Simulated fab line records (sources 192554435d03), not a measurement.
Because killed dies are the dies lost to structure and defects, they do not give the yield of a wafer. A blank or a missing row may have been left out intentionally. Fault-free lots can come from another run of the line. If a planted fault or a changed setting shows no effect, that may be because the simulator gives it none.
Lot-split experiment | flow n5_finfet | 39 wafers read from 7 lots, route of 1938 steps

## SPLIT DETAILS
At N5_PMOS_HMC_CHANNEL_EPI_ETCH_38 (etches SiO2 in CF4, target depth 1.5 nm), the setting target_depth_a was moved away from the recipe's 15 angstrom on 12 of the 39 wafers read, by -58.4% to +27.1%. All remaining wafers had this setting at the recipe value.

Reading taken at the split's own step.

## THE READING
etch.depth_nm (the simulator's own value, which no gauge read), in nm, at N5_PMOS_HMC_CHANNEL_EPI_ETCH_38 (etches SiO2 in CF4, target depth 1.5 nm). There is no usual value for it anywhere in the file. Across the 27 wafers here that went through the recipe, the average is 1.5057 nm and the standard deviation 0.045 nm.

wafer  | tool, chamber at the split | target_depth_a as run, angstrom | against the recipe | etch.depth_nm, nm | against lot-mates on the recipe
L074.2 | rie_si-05, 1               | 15                              | recipe             | 1.496             | -
L074.5 | rie_si-05, 3               | 15                              | recipe             | 1.471             | -
L074.6 | rie_si-05, 2               | 15                              | recipe             | 1.573             | -
L082.1 | rie_si-04, 2               | 15                              | recipe             | 1.529             | -
L082.2 | rie_si-04, 3               | 15                              | recipe             | 1.484             | -
L082.3 | rie_si-04, 0               | 15                              | recipe             | 1.503             | -
L082.4 | rie_si-04, 1               | 15                              | recipe             | 1.398             | -
L082.5 | rie_si-04, 0               | 15                              | recipe             | 1.52              | -
L082.6 | rie_si-04, 1               | 15                              | recipe             | 1.397             | -
L084.1 | rie_si-05, 2               | 15                              | recipe             | 1.555             | -
L084.2 | rie_si-05, 3               | 15                              | recipe             | 1.465             | -
L084.3 | rie_si-05, 1               | 17.88                           | +19.2%             | 1.76              | +0.2593
L084.4 | rie_si-05, 0               | 17.88                           | +19.2%             | 1.814             | +0.3133
L084.5 | rie_si-05, 2               | 17.88                           | +19.2%             | 1.854             | +0.3533
L084.6 | rie_si-05, 3               | 15                              | recipe             | 1.482             | -
L085.1 | rie_si-05, 3               | 15                              | recipe             | 1.499             | -
L085.2 | rie_si-05, 0               | 12.65                           | -15.7%             | 1.29              | -0.2210
L085.3 | rie_si-05, 2               | 12.65                           | -15.7%             | 1.333             | -0.1780
L085.4 | rie_si-05, 1               | 15                              | recipe             | 1.496             | -
L085.5 | rie_si-05, 0               | 15                              | recipe             | 1.538             | -
L085.6 | rie_si-05, 1               | 12.65                           | -15.7%             | 1.26              | -0.2510
L086.1 | rie_si-04, 0               | 15                              | recipe             | 1.534             | -
L086.2 | rie_si-04, 2               | 19.07                           | +27.1%             | 1.985             | +0.4557
L086.3 | rie_si-04, 1               | 19.07                           | +27.1%             | 1.794             | +0.2647
L086.4 | rie_si-04, 3               | 15                              | recipe             | 1.496             | -
L086.5 | rie_si-04, 2               | 15                              | recipe             | 1.558             | -
L086.6 | rie_si-04, 3               | 19.07                           | +27.1%             | 1.893             | +0.3637
L089.1 | rie_si-06, 2               | 6.239                           | -58.4%             | 0.6144            | -0.9303
L089.2 | rie_si-06, 1               | 15                              | recipe             | 1.563             | -
L089.3 | rie_si-06, 3               | 15                              | recipe             | 1.558             | -
L089.4 | rie_si-06, 0               | 6.239                           | -58.4%             | 0.632             | -0.9127
L089.5 | rie_si-06, 1               | 6.239                           | -58.4%             | 0.6432            | -0.9015
L089.6 | rie_si-06, 0               | 15                              | recipe             | 1.513             | -
L091.1 | rie_si-05, 0               | 15                              | recipe             | 1.533             | -
L091.2 | rie_si-05, 3               | 15                              | recipe             | 1.478             | -
L091.3 | rie_si-05, 1               | 15                              | recipe             | 1.464             | -
L091.4 | rie_si-05, 2               | 15                              | recipe             | 1.567             | -
L091.5 | rie_si-05, 1               | 15                              | recipe             | 1.461             | -
L091.6 | rie_si-05, 0               | 15                              | recipe             | 1.524             | -

THE FIT
A straight line over all 39 wafers: etch.depth_nm changes by +0.0149 nm for each +1% of target_depth_a; r = +0.99; the points scatter about the line by 0.048 nm.
The same after taking each lot's own level away (the mean of its wafers on the recipe; 39 wafers): +0.0152 nm for each +1%; r = +0.99; scatter 0.046 nm.
That fit puts the effect of the largest move of target_depth_a on the reading at 0.89 nm.
The lots' own levels span 1.47183 to 1.54467 nm, that is 1.6 times the standard deviation above.
The two slopes are in agreement: the lot-to-lot level therefore moves the slope only a little.
Check: with one of the wafers moved furthest among these (-58.4%) left out of the fit, the line predicts -0.879 nm for it against its lot-mates. Against them it came out at -0.93 nm.

## THESE WAFERS: OTHER SPLITS
These wafers also went through other splits before the reading. Each is held against what the fit with the lots' levels taken away leaves over:
other split on the same wafers          | wafers away from the commonest value | r with etch.depth_nm (lot level and that fit taken away)
N5_ZERO_LAYER_DEVELOP_10 develop_time_s | 12                                   | -0.02

## THE FILE'S OWN FIT
etch.depth_nm changes by +0.0152 nm for each +1% of target_depth_a, r = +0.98.
